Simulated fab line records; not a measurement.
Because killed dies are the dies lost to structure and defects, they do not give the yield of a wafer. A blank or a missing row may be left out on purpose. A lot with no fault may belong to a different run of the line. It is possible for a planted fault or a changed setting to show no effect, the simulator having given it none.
Which of the tools did it? | flow n5-finfet | 36 wafers from 12 lots sampled at 4 of the route's 1938 steps

WHAT EACH GAUGE READ, for each wafer
N5_SDB_OVL_MEAS_12. Usual: SDB_OVL typically reads 0.2 nm, with standard deviation 0.81.
lot  | measured    | on         | SDB_OVL (nm)  | flag
L761 | day 4 11:28 | overlay-01 | 0.4 0.1 0.4   |
L762 | day 4 18:44 | overlay-02 | 1.1 0.0 1.6   |
L763 | day 5 01:10 | overlay-01 | -0.1 -0.1 0.7 |
L764 | day 5 07:09 | overlay-02 | -0.4 0.6 -0.8 |
L767 | day 5 23:21 | overlay-01 | -0.8 -0.5 0.2 |
L771 | day 7 00:08 | overlay-01 | -0.4 0.5 -0.2 |
L772 | day 7 08:14 | overlay-01 | -0.4 0.8 -0.4 |
L775 | day 7 23:35 | overlay-01 | 0.8 1.3 1.1   |
L776 | day 8 06:35 | overlay-02 | 0.4 0.6 -0.2  |
L777 | day 8 11:32 | overlay-01 | -0.6 0.9 0.7  |
L778 | day 8 19:41 | overlay-01 | 1.0 1.3 -0.1  |
L780 | day 9 05:43 | overlay-01 | 1.3 0.8 1.3   |

TOOL THAT RAN EACH LOT (tool first, then ch and the chambers of the sampled wafers, then the start)
lot  | N5_ILD0_LINER_00                 | N5_ILD0_ALD_15                   | N5_SDB_COAT_04
L761 | ald-sin-01 ch 0,3, day 4 04:44   | ald-sin-01 ch 0,2,3, day 4 08:26 | litho-track-03 ch 0, day 4 11:05
L762 | ald-sin-02 ch 0,2,3, day 4 12:08 | ald-sin-02 ch 0,1,3, day 4 15:50 | litho-track-04 ch 0, day 4 18:28
L763 | ald-sin-04 ch 0,1,3, day 4 17:20 | ald-sin-04 ch 0,1, day 4 22:08   | litho-track-03 ch 0, day 5 00:46
L764 | ald-sin-04 ch 0,1,3, day 5 00:29 | ald-sin-04 ch 1,2, day 5 04:13   | litho-track-04 ch 0, day 5 06:53
L767 | ald-sin-04 ch 0,1,3, day 5 16:37 | ald-sin-02 ch 0,1,3, day 5 20:19 | litho-track-03 ch 0, day 5 22:57
L771 | ald-sin-04 ch 0,2, day 6 17:24   | ald-sin-04 ch 0,2, day 6 21:07   | litho-track-04 ch 0, day 6 23:45
L772 | ald-sin-02 ch 0,1,2, day 7 00:49 | ald-sin-02 ch 0,1, day 7 05:11   | litho-track-04 ch 0, day 7 07:50
L775 | ald-sin-02 ch 0,2,3, day 7 16:20 | ald-sin-04 ch 0,1,2, day 7 20:32 | litho-track-03 ch 0, day 7 23:11
L776 | ald-sin-02 ch 2,3, day 7 23:50   | ald-sin-04 ch 0,1,2, day 8 03:32 | litho-track-05 ch 0, day 8 06:11
L777 | ald-sin-01 ch 0,3, day 8 04:48   | ald-sin-04 ch 1,2,3, day 8 08:30 | litho-track-05 ch 0, day 8 11:08
L778 | ald-sin-01 ch 1,2, day 8 11:59   | ald-sin-02 ch 1,3, day 8 16:47   | litho-track-03 ch 0, day 8 19:25
L780 | ald-sin-01 ch 2,3, day 8 22:35   | ald-sin-01 ch 0,1,3, day 9 02:41 | litho-track-05 ch 0, day 9 05:19
- N5_ILD0_LINER_00: material SiNx, target thk 4 nm, pulse time 1 s, purge time 2 s.
- N5_ILD0_ALD_15: deposits SiNx, target thk 24 nm, pulse time 1 s, ald cycles 480.
- N5_SDB_COAT_04: time 60 s, resist thk 18 nm.

AS READ BY THE TOOLS THEMSELVES (means over the sampled wafers that have a number; for cases with no such wafer, the mark the record gives instead)
N5_ILD0_LINER_00. Usual: heater-power-w 855 W, standard deviation 130; precursor-pulse-height-rel 1.002, standard deviation 0.019.
lot  | tool       | heater-power-w (W) | precursor-pulse-height-rel | flag
L761 | ald-sin-01 | 839                | 1.007                      |
L762 | ald-sin-02 | 968                | 1.007                      |
L763 | ald-sin-04 | 856                | 0.996                      |
L764 | ald-sin-04 | 859                | 1.004                      |
L767 | ald-sin-04 | 834                | 1.010                      |
L771 | ald-sin-04 | 857                | 0.980                      |
L772 | ald-sin-02 | 888                | 0.997                      |
L775 | ald-sin-02 | 978                | 0.996                      |
L776 | ald-sin-02 | 1038               | 0.993                      |
L777 | ald-sin-01 | 918                | 1.014                      |
L778 | ald-sin-01 | 737                | 1.008                      |
L780 | ald-sin-01 | 874                | 1.010                      |

N5_ILD0_ALD_15. Usual: heater-power-w 874 W, standard deviation 130; precursor-pulse-height-rel 1.001, standard deviation 0.018.
lot  | tool       | heater-power-w (W) | precursor-pulse-height-rel | flag
L761 | ald-sin-01 | 876                | 0.995                      |
L762 | ald-sin-02 | 877                | 1.004                      |
L763 | ald-sin-04 | 933                | 0.985                      |
L764 | ald-sin-04 | 1011               | 1.009                      |
L767 | ald-sin-02 | 869                | 1.011                      |
L771 | ald-sin-04 | 865                | 0.999                      |
L772 | ald-sin-02 | 823                | 1.000                      |
L775 | ald-sin-04 | 930                | 0.976                      |
L776 | ald-sin-04 | 948                | 1.006                      |
L777 | ald-sin-04 | 921                | 1.014                      |
L778 | ald-sin-02 | 924                | 0.998                      |
L780 | ald-sin-01 | 818                | 1.023                      |

N5_SDB_COAT_04. Usual: heater-power-total-W 427.5 W, standard deviation 2.3; run-length-s 66.50 s, standard deviation 0.12.
lot  | tool           | heater-power-total-W (W) | run-length-s (s) | flag
L761 | litho-track-03 | 427.9                    | 66.53            |
L762 | litho-track-04 | 427.7                    | 66.49            |
L763 | litho-track-03 | 426.5                    | 66.51            |
L764 | litho-track-04 | 427.7                    | 66.43            |
L767 | litho-track-03 | 424.8                    | 66.64            |
L771 | litho-track-04 | 460.6                    | 59.29            | OFF
L772 | litho-track-04 | 459.5                    | 59.21            | OFF
L775 | litho-track-03 | 428.2                    | 66.51            |
L776 | litho-track-05 | 429.0                    | 66.43            |
L777 | litho-track-05 | 427.6                    | 66.54            |
L778 | litho-track-03 | 426.2                    | 66.60            |
L780 | litho-track-05 | 427.2                    | 66.46            |

THE ANSWER, worked out from the rows above alone
Rule: lot off if the mean of its wafers having a number is beyond 3 standard deviations from the usual mean. A lot without any number at a reading at which 4 lots or more have one is off too. Any other lot the step has rows for is counted as sound. The gauges are gone through in route order, then the tools' own readings, and for those a lot's mean is taken as printed above. At the first step where some lot is off, the reading lying furthest off is the one used; lots without a number count as furthest.
Off at N5_SDB_COAT_04 (run-length-s): L771, L772.
If a tool, at that step or one of the process steps before it, ran each lot that is off and ran no sound lot following the first of them, it fits. One fits: litho-track-04 at N5_SDB_COAT_04. A fault onset in the window from L764 (day 5 06:53, its last sound lot) to L771 (day 6 23:45, its first lot off) fits.
The tool's own readings at N5_SDB_COAT_04 bear it out: on the lots that are off they differ by more than 5 times the standard deviation of the sound lots' means. heater-power-total-W reads 460.1 W there against 427.3 W on the sound lots; run-length-s reads 59.25 s there against 66.51 s on the sound lots.

WHAT THE SIMULATOR PUT IN
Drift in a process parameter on litho-track-04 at N5_SDB_COAT_04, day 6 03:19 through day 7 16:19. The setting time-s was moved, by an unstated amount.
Shown lots that were struck: L771, L772. The rule given above showed the same thing.
